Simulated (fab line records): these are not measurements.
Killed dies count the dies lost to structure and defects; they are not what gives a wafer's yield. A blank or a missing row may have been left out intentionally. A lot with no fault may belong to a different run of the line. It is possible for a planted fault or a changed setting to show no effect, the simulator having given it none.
Chamber matching :: flow nandHarc :: 3 sister chambers for NHARC_A_M1_DEP_33 on pecvd-02
The step deposits SiCN, target thk 30 nm. 6 wafers are shown with their chamber, then 7 later ones without.

## WAFERS PAIRED WITH THEIR CHAMBERS
wafer: L087.3
chamber: 2
heaterPowerW (W): 496
heaterPowerOuterW (W): 278

wafer: L087.4
chamber: 1
heaterPowerW (W): 697
heaterPowerOuterW (W): 381

wafer: L091.1
chamber: 1
heaterPowerW (W): 578
heaterPowerOuterW (W): 297

wafer: L091.5
chamber: 0
heaterPowerW (W): 535
heaterPowerOuterW (W): 292

wafer: L092.1
chamber: 0
heaterPowerW (W): 540
heaterPowerOuterW (W): 311

wafer: L092.3
chamber: 2
heaterPowerW (W): 455
heaterPowerOuterW (W): 249

## WAFERS WITH NO CHAMBER GIVEN
wafer: L092.5
heaterPowerW (W): 651
heaterPowerOuterW (W): 341

wafer: L093.3
heaterPowerW (W): 411
heaterPowerOuterW (W): 224

wafer: L093.4
heaterPowerW (W): 420
heaterPowerOuterW (W): 229

wafer: L093.5
heaterPowerW (W): 634
heaterPowerOuterW (W): 319

wafer: L097.3
heaterPowerW (W): 544
heaterPowerOuterW (W): 298

wafer: L097.4
heaterPowerW (W): 552
heaterPowerOuterW (W): 311

wafer: L097.5
heaterPowerW (W): 424
heaterPowerOuterW (W): 222

## CHAMBER TAKEN BY EACH
wafer: L092.5
from the rows above: 1
in truth: 1

wafer: L093.3
from the rows above: can't be placed: 2 or 0
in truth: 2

wafer: L093.4
from the rows above: can't be placed: 2 or 0
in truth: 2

wafer: L093.5
from the rows above: can't be placed: 1 or 0
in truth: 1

wafer: L097.3
from the rows above: can't be placed: 0 or 2 or 1
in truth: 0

wafer: L097.4
from the rows above: can't be placed: 0 or 1 or 2
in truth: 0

wafer: L097.5
from the rows above: can't be placed: 2 or 0
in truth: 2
Correct placement for 1 of the 7. Not placeable from these rows: 6 (in 6, the candidates include the true chamber). Wrongly placed: 0.
How it was worked out, from the rows above alone: a wafer's distance from a chamber is the root of the sum, over the readings, of the square of ((its reading less the chamber's mean) divided by the reading's scatter). If the next closest chamber is less than 2 further off than the closest, the wafer can't be placed; otherwise it belongs to the closest. Each chamber's mean is taken over the wafers shown for it. The scatter: the root of (the sum of the squares of (reading less its chamber's mean) over the shown wafers, divided by (wafers less chambers)).
